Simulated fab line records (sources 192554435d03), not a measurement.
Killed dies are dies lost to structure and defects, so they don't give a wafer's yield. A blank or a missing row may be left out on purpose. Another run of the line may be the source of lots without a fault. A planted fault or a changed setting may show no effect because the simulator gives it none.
fab line records -- flow n5-finfet
record lots=6, wafers=18, last-day=17
route steps=1938 shown MIM_TOP_LITHO@1839 MIM_TOP_ETCH@1851 PASSIVATION@1936
lots that met no fault: from a run of the same line without faults
start-h: hours from the record's opening day to when the first of the lot's shown wafers began -- wait-h: hours from the lot's prior step to this one -- " as in the row above -- L1.1+2: one row covering several wafers at once -- - value missing, or start not given -- * or withheld: withheld -- < > ~ a bound
route shown NAME@n: names a module that has steps shown in the file, with the first one's number in the route -- usual: average and standard deviation across the fault-free wafers -- same: alike in all rows -- chamber/n: place in a boat -- sites: per-site readings -- _std_site: how widely they spread, as a standard deviation -- _edge_site: the outer-site mean with the inner-site mean subtracted -- radius-mm: how far each site lies from the wafer's centre -- mask NAME#n: copy n -- behind: the last tool/chamber to shape the wafer -- hold: cause of the lot's hold/its duration in hours/its outcome -- device: which transistor (n, p or np) failed to switch -- end of line: at the end of the route, the tests of the same wafers -- a step with no rows: only its recipe -- killed: count of dies lost to structure and defects at first sort (not the wafer's yield) -- map: per-die view of a wafer (x killed, . not killed, _ where there is no die)
set.NAME: the setting that was run; set.NAME@STEP: the one run at that earlier step -- model.NAME: the simulator's own value behind a step, which no gauge read
certain route steps with their lots: each step a table, each wafer a row
services: a tool's chamber out of use, with start hour (start-h, from the record's first day; less than 0 if before it), hours out, and reason
## steps
# step N5_MIM_TOP_LITHO_HMDS_01
# recipe time-s=60, temp-c=120
# step N5_MIM_TOP_LITHO_COAT_02
# recipe spin-rpm=*, resist-thk-nm=*
# step N5_MIM_TOP_LITHO_EBR_04
# recipe solvent=PGMEA, ebr-width-mm=1.5
# step N5_MIM_TOP_LITHO_SOFTBAKE_03
# recipe temp-c=100, time-s=90
# step N5_MIM_TOP_LITHO_EXPOSE_05
# recipe mask-id=MIM_TOP, na=0.55, source-shape=conventional, sigma-outer=0.8, polarization=unpolarized, target-cd-nm=2000, dose-mj=20.5
# step N5_MIM_TOP_LITHO_PEB_06
# recipe peb-temp-c=withheld, peb-time-s=*
# step N5_MIM_TOP_LITHO_DEVELOP_07
# recipe develop-time-s=60, rinse-liquid=diw, dry=air-spin, dev-temp-c=21
# step N5_MIM_TOP_LITHO_HARDBAKE_09
# recipe temp-c=130, time-s=120
# step N5_MIM_TOP_LITHO_CD_MEAS_08
# recipe target-cd-nm=2000, landing-energy-ev=500, detector=se-inlens
# usual cd-nm=2000.6/1.6
lot.wafer,tool,chamber,start-h,wait-h,cd-nm
L313.1,cd-sem-03,0,272.70,-,2001.0
L313.5,cd-sem-03,0,272.70,-,2002.2
L313.6,cd-sem-03,0,272.70,-,1999.8
L317.2,cd-sem-01,0,297.71,-,2000.5
L317.3,cd-sem-01,0,297.71,-,2002.0
L317.6,cd-sem-01,0,297.71,-,2002.0
L321.3,cd-sem-03,0,315.54,-,1999.2
L321.4,cd-sem-03,0,315.54,-,2000.2
L321.5,cd-sem-03,0,315.54,-,1997.9
L320.1,cd-sem-02,0,316.77,-,1998.8
L320.4,cd-sem-02,0,316.77,-,2001.1
L320.6,cd-sem-02,0,316.77,-,1999.2
L332.3,cd-sem-01,0,381.23,-,1998.8
L332.5,cd-sem-01,0,381.23,-,2000.4
L332.6,cd-sem-01,0,381.23,-,2000.9
L330.3,cd-sem-02,0,386.97,-,2002.0
L330.4,cd-sem-02,0,386.97,-,1999.7
L330.6,cd-sem-02,0,386.97,-,1999.6
# step N5_MIM_TOP_LITHO_OVL_MEAS_11
# recipe points-per-wafer=44
# usual MIM_TOP_OVL=0/4.8
lot.wafer,tool,chamber,start-h,wait-h,MIM_TOP_OVL[nm]
L313.1,overlay-02,0,272.73,0.0,-4
L313.5,overlay-02,0,272.73,0.0,-4
L313.6,overlay-02,0,272.73,0.0,2
L317.2,overlay-01,0,297.74,0.0,-2
L317.3,overlay-01,0,297.74,0.0,0
L317.6,overlay-01,0,297.74,0.0,4
L321.3,overlay-01,0,315.57,0.0,2
L321.4,overlay-01,0,315.57,0.0,2
L321.5,overlay-01,0,315.57,0.0,1
L320.1,overlay-01,0,316.80,0.0,4
L320.4,overlay-01,0,316.80,0.0,-6
L320.6,overlay-01,0,316.80,0.0,1
L332.3,overlay-02,0,381.26,0.0,5
L332.5,overlay-02,0,381.26,0.0,0
L332.6,overlay-02,0,381.26,0.0,5
L330.3,overlay-01,0,387.00,0.0,-2
L330.4,overlay-01,0,387.00,0.0,-2
L330.6,overlay-01,0,387.00,0.0,5
# step N5_MIM_TOP_LITHO_INSPECT_12
# recipe mode=adi, inspect-instrument=macro
# usual raw-defect-count=2.1/1.5
lot.wafer,tool,chamber,start-h,wait-h,raw-defect-count
L313.1,defect-inspect-02,-,272.75,0.0,1
L313.5,defect-inspect-02,-,272.75,0.0,1
L313.6,defect-inspect-02,-,272.75,0.0,3
L317.2,defect-inspect-02,-,297.76,0.0,2
L317.3,defect-inspect-02,-,297.76,0.0,4
L317.6,defect-inspect-02,-,297.76,0.0,3
L321.3,defect-inspect-01,-,315.60,0.0,4
L321.4,defect-inspect-01,-,315.60,0.0,0
L321.5,defect-inspect-01,-,315.60,0.0,2
L320.1,defect-inspect-02,-,316.82,0.0,2
L320.4,defect-inspect-02,-,316.82,0.0,3
L320.6,defect-inspect-02,-,316.82,0.0,4
L332.3,defect-inspect-01,-,381.28,0.0,5
L332.5,defect-inspect-01,-,381.28,0.0,2
L332.6,defect-inspect-01,-,381.28,0.0,2
L330.3,defect-inspect-02,-,387.03,0.0,1
L330.4,defect-inspect-02,-,387.03,0.0,0
L330.6,defect-inspect-02,-,387.03,0.0,2
# step N5_MIM_TOP_LITHO_DESCUM_10
# recipe chemistry=O2, time-s=7.9, source-power-w=50, bias-power-w=20, pressure-mtorr=20, rf-frequency-hz=2.712e+07, temp-c=40, o2-flow-sccm=225
# usual bias-power-w=20.00/0.054, drypump-motor-current-A=5.7/0.32, oes-product-au=0.82/0.11, rf-vpp-V=243.2/1.5, showerhead-plenum-p-Torr=2.09/0.079, throttle-valve-pct=20.38/0.27
# same time-s=7.9
lot.wafer,tool,chamber,start-h,wait-h,bias-power-w,drypump-motor-current-A,oes-product-au,rf-hours-counter-h,rf-vpp-V,showerhead-plenum-p-Torr,throttle-valve-pct
L313.1,rie-diel-06,2,272.79,0.0,19.95,6.3,0.90,26,246.6,2.22,20.17
L313.5,rie-diel-06,1,272.79,0.0,20.08,5.4,0.71,-,242.0,2.07,20.89
L313.6,rie-diel-06,0,272.79,0.0,19.94,5.8,0.71,-,244.3,2.16,20.59
L317.2,rie-diel-06,0,297.80,0.0,19.98,5.8,0.71,220,243.7,2.15,20.59
L317.3,rie-diel-06,1,297.80,0.0,19.91,5.4,0.70,248,243.0,2.07,20.88
L317.6,rie-diel-06,2,297.80,0.0,19.97,6.3,0.89,-,244.8,2.21,20.18
L321.3,rie-diel-06,3,315.63,0.0,19.99,5.2,0.72,218,241.3,1.98,20.29
L321.4,rie-diel-06,0,315.63,0.0,20.09,5.8,0.69,-,243.0,2.15,20.61
L321.5,rie-diel-06,3,315.63,0.0,20.02,5.2,0.72,-,240.8,1.98,20.29
L320.1,rie-diel-02,3,316.85,0.0,19.99,5.6,0.69,263,243.1,2.05,20.96
L320.4,rie-diel-02,0,316.85,0.0,19.94,5.6,0.99,-,242.7,2.07,20.21
L320.6,rie-diel-02,2,316.85,0.0,20.09,5.4,0.94,-,242.7,2.03,19.92
L332.3,rie-diel-06,3,381.35,0.1,20.12,5.2,0.70,245,240.5,1.98,20.32
L332.5,rie-diel-06,1,381.35,0.1,20.09,5.4,0.92,-,243.2,2.06,20.47
L332.6,rie-diel-06,2,381.35,0.1,20.00,6.3,0.85,-,244.8,2.20,20.24
L330.3,rie-diel-06,1,387.49,0.5,19.91,5.4,0.92,25,241.3,2.06,20.46
L330.4,rie-diel-06,1,387.49,0.5,19.92,5.4,0.91,-,243.6,2.06,20.45
L330.6,rie-diel-06,3,387.49,0.5,19.95,5.2,0.69,-,242.5,1.97,20.33
# step N5_MIM_TOP_ETCH_ETCH_00
# recipe chemistry=Cl2/BCl3, target=TiN, target-depth-a=385, ion-energy-ev=150, pressure-mtorr=10, icp-w=1000, bias-w=126, Cl2_flow_sccm=53.25, bcl3-flow-sccm=21.75, Ar_flow_sccm=25
# usual drypump-motor-current-A=5.9/0.42, oes-product-au=0.86/0.091, throttle-valve-pct=22.6/0.31
lot.wafer,tool,chamber,start-h,wait-h,drypump-motor-current-A,oes-product-au,rf-hours-counter-h,throttle-valve-pct,model.MIM_TOP_ETCH.feature-depth-nm,model.etch.depth-nm,model.coat_of_MIM_TOP_LITHO_COAT_02.thk-nm
L313.1,rie-metal-01,1,272.87,0.1,5.5,0.91,13,23.0,40.2,40.3,*
L313.5,rie-metal-01,0,272.87,0.1,6.6,0.95,-,22.4,40.4,40.46,*
L313.6,rie-metal-01,1,272.87,0.1,5.5,0.90,-,23.0,39.8,39.78,*
L317.2,rie-metal-01,1,297.88,0.1,5.5,0.89,15,23.0,40.4,40.46,*
L317.3,rie-metal-01,0,297.88,0.1,6.6,0.93,-,22.5,40.6,40.6,*
L317.6,rie-metal-01,1,297.88,0.1,5.5,0.89,-,23.0,40.2,40.26,*
L321.3,rie-metal-01,1,315.76,0.1,5.6,0.89,-,23.0,40,39.94,*
L321.4,rie-metal-01,0,315.76,0.1,6.6,1.14,-,22.4,56,55.98,*
L321.5,rie-metal-01,1,315.76,0.1,5.5,0.87,-,23.0,39.6,39.67,*
L320.1,rie-metal-01,0,316.99,0.1,6.6,0.92,8,22.5,40.4,40.42,*
L320.4,rie-metal-01,0,316.99,0.1,6.6,1.15,-,22.4,56.4,56.41,*
L320.6,rie-metal-01,0,316.99,0.1,6.6,1.14,-,22.4,56.2,56.17,*
L332.3,rie-metal-02,1,381.48,0.1,5.5,0.88,-,22.6,38.6,38.54,*
L332.5,rie-metal-02,1,381.48,0.1,5.5,0.87,-,22.6,38.4,38.31,*
L332.6,rie-metal-02,0,381.48,0.1,5.9,0.83,-,22.1,38.4,38.42,*
L330.3,rie-metal-02,0,387.62,0.1,5.9,0.83,-,22.1,38.2,38.21,*
L330.4,rie-metal-02,1,387.62,0.1,5.5,0.88,-,22.6,38.4,38.45,*
L330.6,rie-metal-02,1,387.62,0.1,5.5,0.87,-,22.6,38.2,38.26,*
# step N5_MIM_TOP_ETCH_STRIP_01
# recipe chemistry=O2, power-w=600, temp-c=60, pressure-mtorr=30, rf-frequency-hz=6e+07, bias-power-w=0, overash-fraction=0.5, o2-flow-sccm=225
# usual drypump-motor-current-A=5.7/0.37, oes-product-au=0.80/0.065, rf-vpp-V=3.8/1.4, showerhead-plenum-p-Torr=2.13/0.08, throttle-valve-pct=16.64/0.2
# same bias-power-w=0
lot.wafer,tool,chamber,start-h,wait-h,drypump-motor-current-A,oes-product-au,rf-hours-counter-h,rf-vpp-V,showerhead-plenum-p-Torr,throttle-valve-pct
L313.1,rie-diel-04,2,273.02,0.1,5.6,0.87,34,3.8,2.22,16.30
L313.5,rie-diel-04,2,273.02,0.1,5.6,0.88,-,5.6,2.22,16.28
L313.6,rie-diel-04,3,273.02,0.1,5.7,0.88,-,6.6,2.25,16.53
L317.2,rie-diel-05,1,298.05,0.1,6.1,0.74,146,4.0,2.02,16.81
L317.3,rie-diel-05,0,298.05,0.1,5.9,0.89,47,1.8,2.15,16.68
L317.6,rie-diel-05,0,298.05,0.1,5.9,0.87,-,1.9,2.15,16.67
L321.3,rie-diel-05,1,315.86,0.1,6.1,0.76,153,3.9,2.02,16.88
L321.4,rie-diel-05,0,315.86,0.1,5.9,0.86,54,3.3,2.14,16.67
L321.5,rie-diel-05,2,315.86,0.1,5.3,0.75,-,4.9,2.10,16.91
L320.1,rie-diel-05,1,317.13,0.1,6.1,0.75,153,4.8,2.02,16.87
L320.4,rie-diel-05,2,317.13,0.1,5.3,0.76,152,5.3,2.10,17.00
L320.6,rie-diel-05,3,317.13,0.1,6.2,0.98,-,3.8,2.13,16.24
L332.3,rie-diel-04,2,381.70,0.2,5.6,0.82,70,4.4,2.21,16.45
L332.5,rie-diel-04,2,381.70,0.2,5.6,0.82,-,3.3,2.21,16.39
L332.6,rie-diel-04,1,381.70,0.2,5.9,0.79,-,4.7,2.20,16.74
L330.3,rie-diel-01,1,387.72,0.1,6.3,0.77,133,6.9,2.00,16.44
L330.4,rie-diel-01,3,387.72,0.1,6.0,0.72,220,5.9,2.07,16.70
L330.6,rie-diel-01,3,387.72,0.1,6.0,0.72,-,4.2,2.07,16.67
# step N5_PASSIVATION_PROBE_49
# usual defect-limited-yield=91.4/1.5, killed_at_M0_to_M3=34/12, killed_at_M4_up=12/4.9, killed-at-contacts=13/7.2, killed-at-front-end=39/12, killed-at-other=3.7/2.9, killed-dies=101/18, killed-open=67/14, killed-short=33/7.2, sort_bin_4_leakage=0.00/0.022, sort_bin_5_function=5.1/0.97, sort_bin_6_memory=3.2/0.67, sort-n-pass=1079/17, sort-yield-pct=91.4/1.5
# same gross-dies=1180, killed-at-back-side=0, sort_bin_8_speed[%]=0
lot.wafer,tool,chamber,start-h,wait-h,defect-limited-yield[%],killed_at_M0_to_M3,killed_at_M4_up,killed-at-contacts,killed-at-front-end,killed-at-other,killed-dies,killed-open,killed-short,sort_bin_4_leakage[%],sort_bin_5_function[%],sort_bin_6_memory[%],sort-n-pass,sort-yield-pct[%]
L317.2,prober-02,-,309.91,0.1,93.1,28,8,17,28,0,81,61,20,0,4.4,2.5,1099,93.1
L317.3,prober-02,-,309.96,0.1,93.9,30,11,12,19,0,72,43,29,0,3.6,2.2,1108,93.9
L317.6,prober-02,-,310.11,0.3,93.2,24,14,15,26,1,80,60,20,0,4.8,1.9,1100,93.2
L321.3,prober-01,-,326.68,0.1,90.8,46,9,13,40,1,109,89,20,0,4.9,4.1,1071,90.8
L321.4,prober-01,-,326.73,0.2,88.6,64,19,6,37,8,134,96,36,0,6.7,4.4,1046,88.6
L321.5,prober-01,-,326.78,0.2,89.0,71,6,10,38,5,130,92,38,0,6.9,3.6,1050,89.0
# killed by level:class
L317.2 MOL_CONTACT_COAG:geometric-particle:open=12 BEOL_M0_SAQP:geometric-particle:open=8 BEOL_M3:geometric-particle:open=8 DUMMY_GATE:geometric-particle:open=7 STI_FIN_REVEAL:geometric-particle:open=5 MOL_CONTACT_COAG:geometric-particle:short=5 BEOL_M0_SAQP:geometric-particle:short=5 FIN_SAQP:geometric-particle:open=4
L317.3 MOL_CONTACT_COAG:geometric-particle:open=8 BEOL_M0_SAQP:geometric-particle:short=8 BEOL_M2:geometric-particle:open=7 FIN_SAQP:geometric-particle:short=6 BEOL_M0_SAQP:geometric-particle:open=5 MOL_CONTACT_COAG:geometric-particle:short=4 BEOL_M4:geometric-particle:open=4 BEOL_M3:geometric-particle:open=4
L317.6 MOL_CONTACT_COAG:geometric-particle:open=12 BEOL_M1:geometric-particle:open=8 STI_FIN_REVEAL:geometric-particle:open=7 BEOL_M4:geometric-particle:open=6 ILD0:geometric-particle:open=5 ILD0:geometric-particle:short=4 BEOL_M0_SAQP:geometric-particle:open=4 BEOL_M2:geometric-particle:open=4
L321.3 BEOL_M3:geometric-particle:open=17 FIN_SAQP:geometric-particle:open=13 MOL_CONTACT_COAG:geometric-particle:open=12 STI_FIN_REVEAL:geometric-particle:open=11 BEOL_M0:geometric-particle:open=10 BEOL_M0_SAQP:geometric-particle:open=7 FIN_SAQP:geometric-particle:short=6 STARTING-WAFER:geometric-particle:open=3
L321.4 BEOL_M0_SAQP:geometric-particle:open=13 BEOL_M1:geometric-particle:open=11 STI_FIN_REVEAL:geometric-particle:open=10 BEOL_M0_SAQP:geometric-particle:short=10 BEOL_M0:geometric-particle:open=9 BEOL_M3:geometric-particle:open=8 BEOL_M4:geometric-particle:open=8 FIN_SAQP:geometric-particle:open=5
L321.5 BEOL_M3:geometric-particle:open=25 FIN_SAQP:geometric-particle:short=12 BEOL_M1:geometric-particle:open=11 FIN_SAQP:geometric-particle:open=10 BEOL_M0_SAQP:geometric-particle:open=9 STI_FIN_REVEAL:geometric-particle:open=8 MOL_CONTACT_COAG:geometric-particle:open=8 BEOL_M0_SAQP:geometric-particle:short=7
## services
tool,chamber,start-h,hours,kind
rie-diel-04,2,252.40,19.3,repair
rie-diel-05,3,276.30,-,clean
rie-diel-05,3,276.30,-,consumable-replace:focus-ring
rie-diel-05,3,276.30,31.9,scheduled-down
rie-diel-05,3,276.30,31.9,vent-cycle
rie-diel-06,2,279.68,6.7,repair
rie-diel-02,0,290.62,-,clean
rie-diel-02,0,290.62,-,consumable-replace:focus-ring
rie-diel-02,0,290.62,26.0,scheduled-down
rie-diel-02,0,290.62,26.0,vent-cycle
rie-diel-06,1,303.13,-,clean
rie-diel-06,1,303.13,-,consumable-replace:focus-ring
rie-diel-06,1,303.13,17.1,scheduled-down
rie-diel-06,1,303.13,17.1,vent-cycle
rie-metal-01,1,308.47,4.1,repair
rie-diel-02,1,316.83,-,clean
rie-diel-01,2,332.04,7.0,repair
rie-diel-04,0,346.38,11.2,repair
rie-diel-06,0,368.38,-,clean
rie-diel-06,0,368.38,-,consumable-replace:focus-ring
rie-diel-06,0,368.38,24.9,scheduled-down
rie-diel-06,0,368.38,24.9,vent-cycle
rie-diel-04,3,371.15,9.9,repair
rie-diel-01,2,377.93,5.7,repair
## key
first-sign step=N5_MIM_TOP_ETCH_ETCH_00, reading=oes-product-au, direction=up, sigmas=3.1, usual=0.86, struck=1.14
effect none on later readings
model-effect step=N5_MIM_TOP_ETCH_ETCH_00, value=MIM_TOP_ETCH.feature-depth-nm, without=40.73, struck=56.2
met-at N5_MIM_TOP_ETCH_ETCH_00
struck-wafers L320.4,L320.6,L321.4
onset-between 297.88 315.76
fault kind=process-parameter-drift, tool=rie-metal-01, chamber=-, onset-h=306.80, steps=N5_MIM_TOP_ETCH_ETCH_00, channel=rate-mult, offset=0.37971, shape=step, end-h=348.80, scope=struck-wafers-only
